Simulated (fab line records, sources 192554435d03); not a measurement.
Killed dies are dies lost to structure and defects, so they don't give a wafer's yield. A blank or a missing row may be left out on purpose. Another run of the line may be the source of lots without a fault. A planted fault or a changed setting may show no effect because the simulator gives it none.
Code-filled problem report in 8D (eight disciplines) form ; flow n5_finfet ; the parts of the form that need people (team, actions taken, sign-off) are left out

1. PROBLEM STATEMENT
A mean of 13.4 s is read at N5_BEOL_M4_CMP_52 for barrier_field_endpoint_s, taken on 1 wafer of 1 lot, against 24.3 s (standard deviation 0.6) on wafers free of any fault. That is -18 standard deviations from the usual mean.
The step: polishes, stops on SiOC, t overpolish 6.8 s, target thk 40 nm.
The first sign was on wafer L431.5 at day 10 05:35, on cmp-04. At this step, 38 wafers from 13 lots have a number in the record. Rule for "out" (also "out of limits"): further than 4 standard deviations from the usual mean. The other wafers with a number count as sound.

2. WHAT IT IS, AND WHAT IT ISN'T
question;is;is not
which readings at this step;barrier_field_endpoint_s, time_to_endpoint_s;motor_current_A, overpolish_run_s
which lots;L431;L423, L424, L426, L427, L428, L436, L438, L439, L440, L441, L444, L445
which wafers of those lots;L431.5;L431.6
read on which tools;cmp-04;cmp-01, cmp-02
when;from day 10 05:35;"up to then (16 sound wafers); but 21 sound wafers of L436, L438, L439, L440, L441, L444, L445 came after"

3. SUSPECTS, AND WHAT RULES EACH OUT
Counting: any tool at a process step up to the reading remains a suspect provided it ran every lot that is out. Sound lots after the first of them don't rule it out here, since some wafers of a struck lot are sound.
- pvd_sputter-01 at N5_BEOL_M4_SPUTTER_90 (material Cu, target thk 4.5 nm, time 8.29 s): kept. It processed L431, the lot that is out, at day 10 04:19, and its most recent sound lot before then was L427 at day 8 23:41.
- pvd_sputter-01 at N5_BEOL_M4_SPUTTER_94 (material Cu, target thk 4.5 nm, time 8.29 s): kept. It processed L431, the lot that is out, at day 10 04:46, and its most recent sound lot before then was L427 at day 9 00:07.
- cmp-04 at N5_BEOL_M4_CMP_52 (polishes, stops on SiOC, t overpolish 6.8 s, target thk 40 nm): kept. It processed L431, the lot that is out, at day 10 05:35, and its most recent sound lot before then was L427 at day 9 01:04. Out on those wafers are its own readings of barrier_field_endpoint_s, time_to_endpoint_s.
- Within cmp-04 at N5_BEOL_M4_CMP_52: the wafers that are out ran in chamber 2; their sound lot-mates ran in chamber 1.
After the count, these remain: pvd_sputter-01 at N5_BEOL_M4_SPUTTER_90, pvd_sputter-01 at N5_BEOL_M4_SPUTTER_94 and cmp-04 at N5_BEOL_M4_CMP_52.

4. THE CAUSE (what the simulator had put in)
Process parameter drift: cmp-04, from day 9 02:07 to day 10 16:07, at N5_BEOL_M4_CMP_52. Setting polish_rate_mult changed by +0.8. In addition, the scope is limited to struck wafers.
3 suspects survive the count, and this tool is in that group.

5. SEQUENCE OF EFFECTS, ordered by route
Each row: a reading whose mean over the struck wafers that have a number lies more than 3 standard deviations from the usual. Readings are gone through only where the record gives a usual standard deviation; hours: the median, over the lots, of the time from a lot's start at the first step in this table giving one to that lot's start at this step; sigmas: the change measured in usual standard deviations.
hours;step;reading;usual;on struck wafers;change;sigmas
0;N5_BEOL_M4_CMP_52;barrier_field_endpoint_s;24.3 s;13.4;-10.9;-18
0;N5_BEOL_M4_CMP_52;time_to_endpoint_s;61.0 s;34.4;-26.6;-10
It contains these process steps:
- N5_BEOL_M4_CMP_52: polishes, stops on SiOC, t overpolish 6.8 s, target thk 40 nm.

6. HOW IT WOULD HAVE BEEN CAUGHT EARLIER
The fault began at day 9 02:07; the first out-of-limits reading in this record came at day 10 05:35, 27 hours later.
